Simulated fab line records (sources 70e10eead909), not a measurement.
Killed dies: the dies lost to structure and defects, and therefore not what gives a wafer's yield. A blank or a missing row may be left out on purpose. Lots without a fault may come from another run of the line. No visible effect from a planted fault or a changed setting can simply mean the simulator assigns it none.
fab line records	flow nandHarc
record: lots: 7	wafers: 21	lastDay: 34
route steps=1302 shown P_CONTACT@218
lots with no fault: from the same line, run without faults
startH: hours from the record's first day to the start of the lot's first wafer shown	waitH: how many hours have passed since the lot's step before this one	" as in the row above	L1.1+2: several wafers, shown together as one row	- either no value or no given start	* or withheld: withheld	< > ~ a bound
route shown NAME@n: a module of which the file shows steps, and the number in the route of the first	usual: the fault-free wafers' mean and standard deviation	same: alike in all rows	chamber/n: place in a boat	sites: readings site by site	_std_site: standard deviation across them	_edge_site: the outer-site mean with the inner-site mean subtracted	radiusMm: how far each site lies from the wafer's centre	mask NAME#n: copy n	behind: the most recent tool/chamber to have shaped the wafer	hold: cause of the lot's hold/its duration in hours/its outcome	device: the transistor (n, p or np) that didn't switch	end of line: at the end of the route, the tests of the same wafers	a step given without rows: its recipe and nothing more	killed: not the wafer's yield, but the dies lost to structure and defects at the first sort	map: the dies of a wafer, with x for killed, . for not killed, _ for no die there
set.NAME: the setting that was run; set.NAME@STEP: the one run at that earlier step	model.NAME: the simulator's own value behind a step, which no gauge read
a table for each step, a row for each wafer; lots at some steps of the route
services: the hour from which a tool's chamber was out of use, counted from the record's first day as startH (under 0 if before that day), plus the number of hours and why
== steps ==
step: NHARC_P_CONTACT_DEP_00
recipe: targetThkA: 5000	tempC: 400	pressureTorr: 6.5	rfW: 900	teosFlowSccm: 161.4	flowSccm: 2650	targetThkNm: 500	gas: O2	material: SiO2
step: NHARC_P_CONTACT_CMP_01
recipe: targetThkNm: 200	material: SiO2
usual: motorCurrentA: 12.0/1.5	slurryFilterDpKPa: 13.50/0.14
lot.wafer	tool	chamber	startH	waitH	motorCurrentA	slurryFilterDpKPa
L775.2	cmp-03	1	158.63	-	12.0	13.44
L775.1	"	0	"	"	10.9	13.33
L775.5	"	1	"	"	11.8	13.33
L779.4	cmp-04	2	205.95	-	11.5	13.51
L779.3	"	3	"	"	10.9	13.50
L779.5	"	2	"	"	11.2	13.21
L780.1	cmp-01	1	211.17	-	12.0	13.72
L780.2	"	2	"	"	11.7	13.52
L780.6	"	2	"	"	11.6	13.62
L781.1	cmp-03	0	226.04	-	11.3	13.44
L781.4	"	2	"	"	9.7	13.62
L781.6	"	3	"	"	10.8	13.78
L788.4	cmp-04	0	286.23	-	14.3	13.74
L788.3	"	2	"	"	11.1	13.41
L788.6	"	0	"	"	14.4	13.63
L791.2	cmp-04	1	319.72	-	13.7	13.59
L791.3	"	3	"	"	11.7	13.43
L791.6	"	1	"	"	13.6	13.34
L794.4	cmp-04	2	349.59	0.4	10.7	13.56
L794.2	"	0	"	"	14.8	13.37
L794.6	"	1	"	"	13.4	13.59
step: NHARC_P_CONTACT_SRD_03
step: NHARC_P_CONTACT_DEHYDRATE_04
recipe: tempC: 150	timeS: 120
step: NHARC_P_CONTACT_HMDS_05
recipe: timeS: 30
step: NHARC_P_CONTACT_COAT_33
recipe: tempC: 260	timeS: 75
step: NHARC_P_CONTACT_COAT_34
recipe: tempC: 225	timeS: 65
step: NHARC_P_CONTACT_COAT_06
recipe: spinRpm: 1500	resistThkNm: 90
step: NHARC_P_CONTACT_SOFTBAKE_07
recipe: tempC: 105	timeS: 55
step: NHARC_P_CONTACT_EBR_08
step: NHARC_P_CONTACT_EXPOSE_09
recipe: na: 1.35	targetCdNm: 90	doseMj: 81.26	maskId: P_CA
step: NHARC_P_CONTACT_PEB_10
recipe: pebTempC: 100	pebTimeS: 65
usual: heaterPowerTotalW: 156.6/0.41	plateTempC: 99.98/0.11
lot.wafer	tool	chamber	startH	waitH	heaterPowerTotalW	plateTempC
L775.1	lithoTrack-06	0	159.26	0.1	156.7	99.92
L775.2	"	0	"	"	156.4	99.78
L775.5	"	0	"	"	156.6	99.81
L779.3	lithoTrack-06	0	206.70	0.0	187.9	114.31
L779.4	"	0	"	"	187.4	114.28
L779.5	"	0	"	"	187.3	114.41
L780.1	lithoTrack-06	0	211.92	0.1	187.5	114.35
L780.2	"	0	"	"	188.3	114.40
L780.6	"	0	"	"	188.0	114.46
L781.1	lithoTrack-06	0	226.79	0.1	188.2	114.49
L781.4	"	0	"	"	188.3	114.52
L781.6	"	0	"	"	188.3	114.43
L788.3	lithoTrack-04	0	286.95	0.0	156.0	100.00
L788.4	"	0	"	"	156.0	99.95
L788.6	"	0	"	"	156.9	99.95
L791.2	lithoTrack-04	0	320.47	0.1	156.0	99.89
L791.3	"	0	"	"	156.9	99.93
L791.6	"	0	"	"	156.2	100.13
L794.2	lithoTrack-04	0	350.31	0.1	156.0	100.07
L794.4	"	0	"	"	157.1	100.01
L794.6	"	0	"	"	156.5	99.95
step: NHARC_P_CONTACT_DEVELOP_11
recipe: developTimeS: 35	devTempC: 23
step: NHARC_P_CONTACT_CD_MEAS_12
recipe: targetCdNm: 90	landingEnergyEv: 500
usual: cdNm: 90.1/0.94
same: landingEnergyEv: 500
lot.wafer	tool	chamber	startH	waitH	cdNm
L775.1	cdSem-03	0	159.34	-	89.8
L775.2	"	0	"	"	90.2
L775.5	"	0	"	"	89.6
L779.3	cdSem-03	0	206.79	-	127.6
L779.4	"	0	"	"	127.4
L779.5	"	0	"	"	127.7
L780.1	cdSem-01	0	212.00	-	126.8
L780.2	"	0	"	"	128.0
L780.6	"	0	"	"	128.2
L781.1	cdSem-03	0	226.87	-	121.5
L781.4	"	0	"	"	120.5
L781.6	"	0	"	"	120.2
L788.3	cdSem-02	0	287.03	-	90.5
L788.4	"	0	"	"	90.3
L788.6	"	0	"	"	89.5
L791.2	cdSem-02	0	320.55	-	91.3
L791.3	"	0	"	"	91.2
L791.6	"	0	"	"	90.0
L794.2	cdSem-03	0	350.39	-	90.1
L794.4	"	0	"	"	89.8
L794.6	"	0	"	"	91.1
step: NHARC_P_CONTACT_OVL_MEAS_13
usual: overlayXNm: -0.1/0.84	overlayYNm: -0.2/0.94
lot.wafer	tool	chamber	startH	waitH	overlayXNm	overlayYNm
L775.1	overlay-02	-	159.43	-	0.6	-1.5
L775.2	"	-	"	"	0.7	-1.1
L775.5	"	-	"	"	1.2	-1.1
L779.3	overlay-02	-	206.87	-	-0.1	-1.3
L779.4	"	-	"	"	0.2	-0.6
L779.5	"	-	"	"	-0.4	-1.0
L780.1	overlay-01	-	212.09	-	0.6	0.3
L780.2	"	-	"	"	-0.5	0.2
L780.6	"	-	"	"	-0.3	0.0
L781.1	overlay-01	-	226.96	-	-0.6	0.3
L781.4	"	-	"	"	-0.4	0.0
L781.6	"	-	"	"	0.3	-0.4
L788.3	overlay-01	-	287.12	-	0.0	-0.2
L788.4	"	-	"	"	-0.3	0.2
L788.6	"	-	"	"	0.4	-0.8
L791.2	overlay-01	-	320.64	-	-1.4	-0.4
L791.3	"	-	"	"	-1.4	-0.1
L791.6	"	-	"	"	-1.0	0.0
L794.2	overlay-01	-	350.48	-	-0.1	1.9
L794.4	"	-	"	"	-0.8	1.6
L794.6	"	-	"	"	-1.3	2.0
step: NHARC_P_CONTACT_INSPECT_14
usual: rawDefectCount: 4.2/2.4
lot.wafer	tool	chamber	startH	waitH	rawDefectCount
L775.1	defectInspect-01	-	159.46	0.0	6
L775.2	"	-	"	"	4
L775.5	"	-	"	"	7
L779.3	defectInspect-01	-	206.91	0.0	4
L779.4	"	-	"	"	5
L779.5	"	-	"	"	5
L780.1	defectInspect-02	-	212.12	0.0	4
L780.2	"	-	"	"	3
L780.6	"	-	"	"	2
L781.1	defectInspect-01	-	227.00	0.0	1
L781.4	"	-	"	"	6
L781.6	"	-	"	"	7
L788.3	defectInspect-02	-	287.16	0.0	4
L788.4	"	-	"	"	2
L788.6	"	-	"	"	0
L791.2	defectInspect-01	-	320.67	0.0	4
L791.3	"	-	"	"	2
L791.6	"	-	"	"	3
L794.2	defectInspect-02	-	350.52	0.0	10
L794.4	"	-	"	"	8
L794.6	"	-	"	"	3
step: NHARC_P_CONTACT_DESCUM_17
recipe: timeS: 3	o2FlowSccm: 200	arFlowSccm: 0	biasPowerW: 0	chemistry: O2
usual: drypumpMotorCurrentA: 5.6/0.39	oesProductAu: 1.005/0.014	rfVppV: 57.6/0.86	showerheadPlenumPTorr: 1.89/0.087	throttleValvePct: 11.311/0.0094
lot.wafer	tool	chamber	startH	waitH	drypumpMotorCurrentA	oesProductAu	rfHoursCounterH	rfVppV	showerheadPlenumPTorr	throttleValvePct	model.P_CONTACT.cdNm
L775.1	rieDiel-06	1	159.52	0.1	5.1	0.994	0.8	57.8	1.91	11.322	89.72
L775.2	"	3	"	"	5.5	1.022	0.8	56.0	2.03	11.307	89.26
L775.5	"	2	"	"	5.6	0.999	-	56.5	1.79	11.323	89.18
L779.4	rieDiel-08	1	206.97	0.1	5.0	1.020	0.2	59.1	1.89	11.311	127.4
L779.3	"	0	"	"	5.6	1.017	0.1	56.7	1.86	11.302	128.4
L779.5	"	2	"	"	5.5	1.013	-	55.5	1.81	11.305	128
L780.2	rieDiel-08	0	212.19	0.1	5.6	1.022	1.1	57.2	1.86	11.322	128.2
L780.1	"	2	"	"	5.5	1.007	1.1	57.9	1.81	11.301	127.1
L780.6	"	3	"	"	5.7	1.002	-	57.6	2.01	11.302	127.6
L781.4	rieDiel-08	0	227.08	0.1	5.6	1.027	1.7	56.6	1.86	11.323	121.1
L781.1	"	1	"	"	5.0	1.016	1.5	57.5	1.89	11.323	121.7
L781.6	"	2	"	"	5.5	1.009	-	57.4	1.81	11.295	121.1
L788.3	rieDiel-06	0	287.23	0.1	5.6	1.001	4.0	56.1	1.79	11.311	90.78
L788.4	"	1	"	"	5.1	0.986	3.8	57.2	1.91	11.312	90.53
L788.6	"	3	"	"	5.5	1.014	-	58.2	2.03	11.318	88.85
L791.2	rieDiel-08	3	320.74	0.1	5.7	1.004	5.9	60.3	2.00	11.307	90.85
L791.3	"	0	"	"	5.6	1.003	6.7	57.6	1.85	11.315	91.1
L791.6	"	3	"	"	5.7	1.010	-	57.6	2.00	11.320	89.66
L794.2	rieDiel-06	2	350.59	0.1	5.6	1.003	1.1	57.6	1.79	11.294	89.88
L794.6	"	1	"	"	5.1	0.978	-	57.3	1.91	11.322	90.89
L794.4	"	2	"	"	5.6	0.992	-	56.5	1.79	11.314	89.85
step: NHARC_P_CONTACT_ETCH_35
recipe: targetDepthA: 390	overEtchFrac: 0.3	timeS: 65	ionEnergyEv: 80	cf4FlowSccm: 150	arFlowSccm: 0	rfW: 300	biasW: 100	chemistry: CF4
usual: drypumpMotorCurrentA: 5.6/0.39	oesProductAu: 1.006/0.014	rfVppV: 151.0/1.1	showerheadPlenumPTorr: 1.74/0.075	throttleValvePct: 13.284/0.0096
lot.wafer	tool	chamber	startH	waitH	drypumpMotorCurrentA	oesProductAu	rfHoursCounterH	rfVppV	showerheadPlenumPTorr	throttleValvePct
L775.2	rieDiel-06	3	159.61	0.1	5.5	1.026	0.9	153.0	1.87	13.286
L775.1	"	2	"	"	5.6	1.012	0.8	148.7	1.66	13.282
L775.5	"	0	"	"	5.6	1.040	-	149.4	1.66	13.303
L779.4	rieDiel-08	2	207.05	0.1	5.5	1.012	0.1	149.5	1.68	13.299
L779.3	"	1	"	"	5.0	1.006	0.2	150.6	1.75	13.283
L779.5	"	2	"	"	5.5	1.009	-	149.9	1.68	13.277
L780.1	rieDiel-08	0	212.27	0.1	5.6	1.020	1.1	150.6	1.72	13.287
L780.2	"	1	"	"	5.0	1.012	1.0	150.7	1.75	13.297
L780.6	"	1	"	"	5.0	1.015	-	150.7	1.75	13.284
L781.1	rieDiel-08	2	227.15	0.1	5.5	1.013	1.6	150.4	1.68	13.269
L781.4	"	0	"	"	5.6	1.014	1.7	150.6	1.72	13.273
L781.6	"	3	"	"	5.7	0.995	-	152.6	1.85	13.265
L788.3	rieDiel-06	0	287.31	0.1	5.6	1.022	4.0	150.7	1.66	13.284
L788.4	"	1	"	"	5.1	0.974	3.8	151.5	1.76	13.291
L788.6	"	3	"	"	5.5	1.021	-	153.1	1.87	13.279
L791.2	rieDiel-08	3	320.82	0.1	5.6	1.010	5.9	152.4	1.85	13.278
L791.3	"	2	"	"	5.5	1.000	6.9	149.6	1.68	13.288
L791.6	"	3	"	"	5.7	1.011	-	152.6	1.85	13.290
L794.2	rieDiel-06	0	350.69	0.1	5.6	1.001	0.8	150.3	1.66	13.270
L794.4	"	2	"	"	5.6	0.995	-	148.7	1.66	13.284
L794.6	"	0	"	"	5.6	1.017	-	149.5	1.66	13.286
step: NHARC_P_CONTACT_ETCH_36
recipe: targetDepthA: 2600	overEtchFrac: 0.25	timeS: 406.25	ionEnergyEv: 200	n2FlowSccm: 150	h2FlowSccm: 150	arFlowSccm: 0	rfW: 400	biasW: 150	chemistry: N2/H2
usual: drypumpMotorCurrentA: 5.6/0.39	oesProductAu: 1.006/0.014	rfVppV: 429.6/2.8	showerheadPlenumPTorr: 2.01/0.097	throttleValvePct: 14.172/0.0096
lot.wafer	tool	chamber	startH	waitH	drypumpMotorCurrentA	oesProductAu	rfHoursCounterH	rfVppV	showerheadPlenumPTorr	throttleValvePct
L775.1	rieDiel-06	3	-	-	5.5	1.029	0.9	434.0	2.17	14.165
L775.2	"	1	"	"	5.1	0.992	0.8	429.9	2.04	14.173
L775.5	"	0	"	"	5.6	1.022	-	427.2	1.90	14.173
L779.4	rieDiel-08	0	-	-	5.6	1.022	0.2	429.4	1.98	14.170
L779.3	"	1	"	"	5.0	1.009	0.2	429.4	2.01	14.183
L779.5	"	1	"	"	5.0	1.007	-	430.4	2.01	14.194
L780.2	rieDiel-08	0	-	-	5.6	1.016	1.1	428.6	1.98	14.175
L780.1	"	1	"	"	5.0	1.007	1.1	428.3	2.01	14.160
L780.6	"	3	"	"	5.7	0.994	-	433.2	2.14	14.184
L781.1	rieDiel-08	3	-	-	5.7	0.988	1.9	433.5	2.14	14.177
L781.4	"	0	"	"	5.6	1.014	1.8	428.6	1.98	14.168
L781.6	"	2	"	"	5.5	0.993	-	428.4	1.93	14.167
L788.4	rieDiel-06	3	-	-	5.5	1.032	4.1	433.3	2.17	14.176
L788.3	"	2	"	"	5.6	1.018	3.9	426.7	1.90	14.175
L788.6	"	0	"	"	5.6	1.019	-	427.6	1.90	14.177
L791.2	rieDiel-08	0	-	-	5.6	1.013	6.8	429.3	1.97	14.177
L791.3	"	1	"	"	5.0	1.021	6.4	429.5	2.01	14.190
L791.6	"	0	"	"	5.6	1.029	-	427.9	1.97	14.164
L794.2	rieDiel-06	1	-	-	5.1	0.976	1.1	429.3	2.03	14.179
L794.6	"	1	"	"	5.1	0.969	-	428.6	2.03	14.180
L794.4	"	2	"	"	5.7	0.996	-	427.7	1.90	14.167
step: NHARC_P_CONTACT_ETCH_18
recipe: targetDepthA: 4810	timeS: 240.5	c4f8FlowSccm: 20	o2FlowSccm: 10	arFlowSccm: withheld	rfW: 600	biasW: 1500	chemistry: C4F8/O2/Ar
usual: oesProductAu: 0.967/0.021	rfVppV: 976/6
lot.wafer	tool	chamber	startH	waitH	oesProductAu	rfHoursCounterH	rfVppV
L775.2	rieDiel-06	3	-	-	1.004	1.2	986
L775.1	"	2	"	"	0.963	1.0	969
L775.5	"	3	"	"	0.989	-	987
L779.4	rieDiel-08	1	-	-	0.982	0.5	976
L779.3	"	3	"	"	0.996	0.3	984
L779.5	"	0	"	"	0.991	-	974
L780.2	rieDiel-08	2	-	-	0.998	1.2	971
L780.1	"	0	"	"	0.980	1.3	975
L780.6	"	2	"	"	1.006	-	972
L781.4	rieDiel-08	3	-	-	0.953	2.0	984
L781.1	"	0	"	"	0.987	1.9	974
L781.6	"	3	"	"	0.966	-	984
L788.3	rieDiel-06	2	-	-	0.925	4.0	970
L788.4	"	3	"	"	0.953	4.3	987
L788.6	"	3	"	"	0.948	-	987
L791.2	rieDiel-08	0	-	-	0.971	7.0	973
L791.3	"	2	"	"	0.986	7.0	971
L791.6	"	0	"	"	0.976	-	974
L794.4	rieDiel-06	2	-	-	0.957	1.4	970
L794.2	"	3	"	"	0.968	0.7	987
L794.6	"	0	"	"	0.957	-	969
step: NHARC_P_CONTACT_STRIP_37
recipe: c4f8FlowSccm: withheld	o2FlowSccm: 8	arFlowSccm: withheld	biasW: 0	chemistry: C4F8/O2/Ar
step: NHARC_P_CONTACT_ETCH_31
recipe: targetDepthA: 300	timeS: 85.7	ionEnergyEv: 120	overEtchFrac: 1	ch3fFlowSccm: 50	o2FlowSccm: 30	arFlowSccm: 200	rfW: 500	biasW: 100	chemistry: CH3F/O2
usual: drypumpMotorCurrentA: 5.6/0.39	oesProductAu: 0.985/0.016	rfVppV: 243.9/1.8	showerheadPlenumPTorr: 2.43/0.11	throttleValvePct: 20.663/0.0093
lot.wafer	tool	chamber	startH	waitH	drypumpMotorCurrentA	oesProductAu	rfHoursCounterH	rfVppV	showerheadPlenumPTorr	throttleValvePct	model.P_CONTACT.cdNm
L775.1	rieDiel-06	3	-	-	5.5	1.019	1.3	246.1	2.61	20.676	86.01
L775.2	"	0	"	"	5.6	1.015	1.3	242.3	2.30	20.672	87.98
L775.5	"	3	"	"	5.5	1.019	-	247.2	2.61	20.674	91.48
L779.4	rieDiel-08	3	-	-	5.7	0.992	0.3	244.5	2.57	20.656	125.4
L779.3	"	0	"	"	5.6	1.010	0.5	241.8	2.39	20.659	128.8
L779.5	"	2	"	"	5.5	0.995	-	243.6	2.33	20.669	127.4
L780.1	rieDiel-08	3	-	-	5.6	0.984	1.5	245.5	2.57	20.675	125.7
L780.2	"	0	"	"	5.6	0.993	1.4	242.8	2.39	20.667	128.4
L780.6	"	2	"	"	5.5	1.011	-	243.0	2.33	20.669	124.3
L781.4	rieDiel-08	1	-	-	5.0	0.996	1.8	244.4	2.43	20.657	121.1
L781.1	"	0	"	"	5.6	0.989	1.9	245.2	2.39	20.641	119.9
L781.6	"	2	"	"	5.5	0.982	-	242.4	2.33	20.649	121.2
L788.4	rieDiel-06	0	-	-	5.6	0.976	4.3	240.8	2.30	20.663	88.17
L788.3	"	2	"	"	5.6	0.965	4.1	241.6	2.30	20.651	91.22
L788.6	"	0	"	"	5.6	0.972	-	242.8	2.30	20.665	91.36
L791.2	rieDiel-08	0	-	-	5.6	0.994	7.1	243.6	2.38	20.663	89.11
L791.3	"	2	"	"	5.5	0.997	7.1	243.0	2.33	20.672	88.19
L791.6	"	3	"	"	5.7	0.995	-	245.3	2.57	20.657	87.27
L794.4	rieDiel-06	3	-	-	5.5	0.986	0.7	245.9	2.61	20.678	90.09
L794.2	"	1	"	"	5.1	0.951	1.5	244.7	2.45	20.657	83.93
L794.6	"	3	"	"	5.6	0.990	-	246.2	2.61	20.651	85.63
step: NHARC_P_CONTACT_CD_MEAS_19
usual: cdNm: 89.3/2.1
lot.wafer	tool	chamber	startH	waitH	cdNm
L775.1	cdSem-02	-	160.40	-	86.1
L775.2	"	-	"	"	88.0
L775.5	"	-	"	"	91.3
L779.3	cdSem-03	-	207.85	-	128.6
L779.4	"	-	"	"	125.4
L779.5	"	-	"	"	127.3
L780.1	cdSem-03	-	213.05	-	125.6
L780.2	"	-	"	"	128.2
L780.6	"	-	"	"	124.2
L781.1	cdSem-02	-	227.93	-	120.4
L781.4	"	-	"	"	120.9
L781.6	"	-	"	"	121.1
L788.3	cdSem-03	-	288.09	-	91.1
L788.4	"	-	"	"	88.2
L788.6	"	-	"	"	91.5
L791.2	cdSem-03	-	321.61	-	89.1
L791.3	"	-	"	"	88.3
L791.6	"	-	"	"	87.0
L794.2	cdSem-01	-	351.53	-	84.0
L794.4	"	-	"	"	90.0
L794.6	"	-	"	"	85.7
step: NHARC_P_CONTACT_STRIP_28
recipe: o2FlowSccm: 500	arFlowSccm: 0	biasW: 0	chemistry: O2
usual: drypumpMotorCurrentA: 5.6/0.41	oesProductAu: 1.003/0.014	rfVppV: 57.6/0.91	showerheadPlenumPTorr: 3.48/0.16	throttleValvePct: 17.036/0.009
lot.wafer	tool	chamber	startH	waitH	drypumpMotorCurrentA	oesProductAu	rfHoursCounterH	rfVppV	showerheadPlenumPTorr	throttleValvePct
L775.1	rieDiel-11	2	160.47	0.1	5.2	1.004	2.3	56.9	3.34	17.026
L775.2	"	3	"	"	6.2	1.012	2.3	56.6	3.44	17.028
L775.5	"	2	"	"	5.2	0.999	-	57.4	3.34	17.025
L779.4	rieDiel-06	3	207.93	0.1	5.6	1.021	2.3	59.9	3.73	17.034
L779.3	"	1	"	"	5.1	0.999	1.9	58.7	3.52	17.037
L779.5	"	3	"	"	5.5	1.020	-	58.3	3.74	17.036
L780.1	rieDiel-06	0	213.15	0.1	5.6	1.021	2.3	57.8	3.31	17.041
L780.2	"	1	"	"	5.1	1.002	2.1	56.8	3.52	17.049
L780.6	"	3	"	"	5.5	1.019	-	57.6	3.74	17.047
L781.4	rieDiel-08	2	228.01	0.1	5.5	1.010	2.0	57.0	3.35	17.031
L781.1	"	3	"	"	5.7	1.010	2.1	58.2	3.68	17.021
L781.6	"	2	"	"	5.5	1.000	-	56.8	3.35	17.044
L788.4	rieDiel-11	3	288.19	0.1	6.2	1.007	1.2	57.7	3.44	17.046
L788.3	"	0	"	"	5.7	1.001	1.1	56.9	3.44	17.039
L788.6	"	2	"	"	5.2	0.996	-	57.2	3.34	17.033
L791.3	rieDiel-06	1	321.68	0.1	5.1	0.970	0.0	57.0	3.52	17.033
L791.2	"	2	"	"	5.6	1.019	0.0	56.6	3.31	17.047
L791.6	"	2	"	"	5.6	1.010	-	56.8	3.31	17.034
L794.4	rieDiel-11	1	351.61	0.1	6.5	0.984	2.4	60.2	3.75	17.037
L794.2	"	0	"	"	5.7	1.002	2.4	58.1	3.44	17.036
L794.6	"	2	"	"	5.2	0.990	-	58.1	3.34	17.047
== services ==
tool	chamber	startH	hours	kind
rieDiel-06	1	144.44	2.4	repair
cmp-04	-	147.12	2.0	repair
rieDiel-08	2	155.93	4.1	repair
cmp-03	-	163.44	4.0	pm
lithoTrack-06	-	179.00	7.0	pm
rieDiel-08	-	190.90	9.0	pm
lithoTrack-04	-	203.00	7.0	pm
cmp-04	-	209.00	4.0	pm
rieDiel-11	-	233.41	13.8	repair
rieDiel-11	-	255.50	9.0	pm
cmp-03	-	261.44	4.0	pm
rieDiel-11	2	265.89	8.0	repair
cmp-04	-	270.01	2.3	repair
rieDiel-08	1	274.06	19.3	repair
rieDiel-06	-	277.15	0.7	repair
rieDiel-06	3	282.90	1.3	repair
rieDiel-08	3	286.08	7.2	repair
rieDiel-08	1	295.83	5.6	repair
cmp-04	-	307.08	4.0	pm
rieDiel-06	-	307.21	9.0	pm
cmp-04	-	313.79	2.9	repair
rieDiel-11	1	317.03	6.1	repair
rieDiel-11	0	334.54	5.6	repair
rieDiel-06	3	343.97	6.9	repair
== key ==
firstSign: step: NHARC_P_CONTACT_PEB_10	reading: plateTempC	direction: up	sigmas: 99+	usual: *	struck: *
effect: step: NHARC_P_CONTACT_PEB_10	reading: heaterPowerTotalW	direction: up	sigmas: 76	usual: *	struck: *
effect: step: NHARC_P_CONTACT_CD_MEAS_12	reading: cdNm	direction: up	sigmas: 38	usual: 90.1	struck: 125.3	through: controlLoop
effect: step: NHARC_P_CONTACT_CD_MEAS_19	reading: cdNm	direction: up	sigmas: 17	usual: 89.3	struck: 124.6	through: controlLoop
modelEffect: step: NHARC_P_CONTACT_DESCUM_17	value: P_CONTACT.cdNm	without: 89.81	struck: 125.6
modelEffect: step: NHARC_P_CONTACT_ETCH_31	value: P_CONTACT.cdNm	without: 88.88	struck: 124.7
metAt NHARC_P_CONTACT_PEB_10
struckWafers L779.3,L779.4,L779.5,L780.1,L780.2,L780.6,L781.1,L781.4,L781.6
laterRowsLeftOut L779.3,L779.4,L779.5,L780.1,L780.2,L780.6,L781.1,L781.4,L781.6
sortLeftOut L779.3,L779.4,L779.5,L780.1,L780.2,L780.6,L781.1,L781.4,L781.6
testerLeftOut L779,L780,L781
loopTrim: step: NHARC_P_CONTACT_EXPOSE_09	setting: dose	lots: L781
onsetBetween 159.26 206.70
fault: kind: processParameterDrift	tool: lithoTrack-06	chamber: -	onsetH: 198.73	steps: NHARC_P_CONTACT_PEB_10	channel: pebTempC	offset: *	shape: step	endH: 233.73	actsIn: *	stated: *
testerLeftOut: of these lots the tester's yield and bins aren't shown, on N5 and GAA mostly nor the transistor test; their killed dies are dies lost to structure and defects alone, not to doping, threshold or leakage, so they don't give the yield
sortLeftOut: the simulated sort isn't trusted on such a fault, so these wafers' sort isn't shown, and their yield isn't known
laterRowsLeftOut: the simulator's readings of these wafers behind a module that went badly wrong aren't trusted and aren't shown, but for the sort
loopTrim: a control loop set the setting to another value than it would have without faults
